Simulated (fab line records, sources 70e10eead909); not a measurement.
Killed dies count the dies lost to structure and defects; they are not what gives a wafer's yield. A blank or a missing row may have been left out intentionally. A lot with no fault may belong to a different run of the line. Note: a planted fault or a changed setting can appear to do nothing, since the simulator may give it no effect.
Code-filled problem report in 8D (eight disciplines) form || flow nand harc || the parts of the form that need people (team, actions taken, sign-off) are left out

1. WHAT WENT WRONG
Mean of cd nm at NHARC_P_GATE_CD_MEAS_46: 767.2 nm across 6 wafers in 2 lots; on wafers with no fault it is 720.3 nm (standard deviation 2.2). Measured from the usual mean, that is +21 standard deviations.
The step: target cd 720 nm.
Seen first at day 9 16:02 on cd sem-02, wafer L308.2. At this step, 33 wafers from 11 lots have a number in the record. Rule for "out" (also "out of limits"): further than 4 standard deviations from the usual mean. The rest of the wafers with a number are treated as sound.

2. WHAT IT IS; WHAT IT IS NOT
{"question": "which readings at this step", "is": "cd nm", "is not": "-"}
{"question": "which lots", "is": "L308, L309", "is not": "L301, L302, L303, L304, L305, L306, L311, L317, L318"}
{"question": "which wafers of those lots", "is": "all that have a number", "is not": "-"}
{"question": "read on which gauges", "is": "cd sem-01, cd sem-02", "is not": "cd sem-03"}
{"question": "when", "is": "from day 9 16:02", "is not": "up to then (18 sound wafers); but 9 sound wafers of L311, L317, L318 came after"}

3. THE SUSPECTS, EACH WITH WHAT RULES IT OUT
Counting: a tool at any process step up to the reading remains a suspect when it ran all the lots that are out and ran no sound lot after the first of those.
- the gauge at NHARC_P_GATE_CD_MEAS_46 is ruled out. Those wafers that are out were read across 2 gauges (cd sem-01, cd sem-02).
- krf scanner-02 at NHARC_P_GATE_EXPOSE_43 (exposes mask P NSD, target cd 720 nm): kept. All lots that are out passed through it, beginning with L308 at day 9 15:53, and no sound lot followed; its final sound lot before that point was L306 at day 8 17:37. Its own readings are out on those wafers: exposure dose mJ cm2.
Remaining after the count: krf scanner-02 at NHARC_P_GATE_EXPOSE_43.

4. THE CAUSE (what the simulator had put in)
Process parameters drifting: krf scanner-02 at NHARC_P_GATE_EXPOSE_43, beginning at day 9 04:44. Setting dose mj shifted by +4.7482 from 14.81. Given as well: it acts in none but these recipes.
This tool alone remained once counting was done.

5. THE CHAIN OF EFFECTS, in route order
One row per reading whose mean, taken over the struck wafers that have a number, lies over 3 standard deviations from the usual. Scope: only readings with a usual standard deviation given in the record; hours: median across lots of the time from each lot's start at the first step in this table that gives one to its start at this step; sigmas: change in usual standard deviations.
{"hours": 0, "step": "NHARC_P_GATE_EXPOSE_43", "reading": "exposure dose mJ cm2", "usual": 14.812, "on struck wafers": 19.562, "change": "+4.750", "sigmas": "+99 or more"}
{"hours": 0, "step": "NHARC_P_GATE_CD_MEAS_46", "reading": "cd nm", "usual": "720.3 nm", "on struck wafers": 767.2, "change": "+46.9", "sigmas": "+21"}
Process steps it contains:
- NHARC_P_GATE_EXPOSE_43: exposes mask P NSD, target cd 720 nm.
At these later measuring or inspecting steps, every struck wafer for which the step has a row has a number for every such reading, and none has moved that far: NHARC_END_SORT_01.

6. HOW IT WOULD HAVE BEEN CAUGHT EARLIER
In this record the first reading out of limits at a measuring or inspecting step was taken at day 9 16:02, 11 hours after the fault began at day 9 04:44.
At NHARC_P_GATE_EXPOSE_43, the tool's own readings (exposure dose mJ cm2) were out on each struck wafer the step has a row for, so an alarm limit on them would have fired on the first such wafer.
Among the 2 lots that are out, L309 began NHARC_P_GATE_EXPOSE_43 on krf scanner-02 after day 9 16:02. A tool hold placed at that time would have kept it from harm.
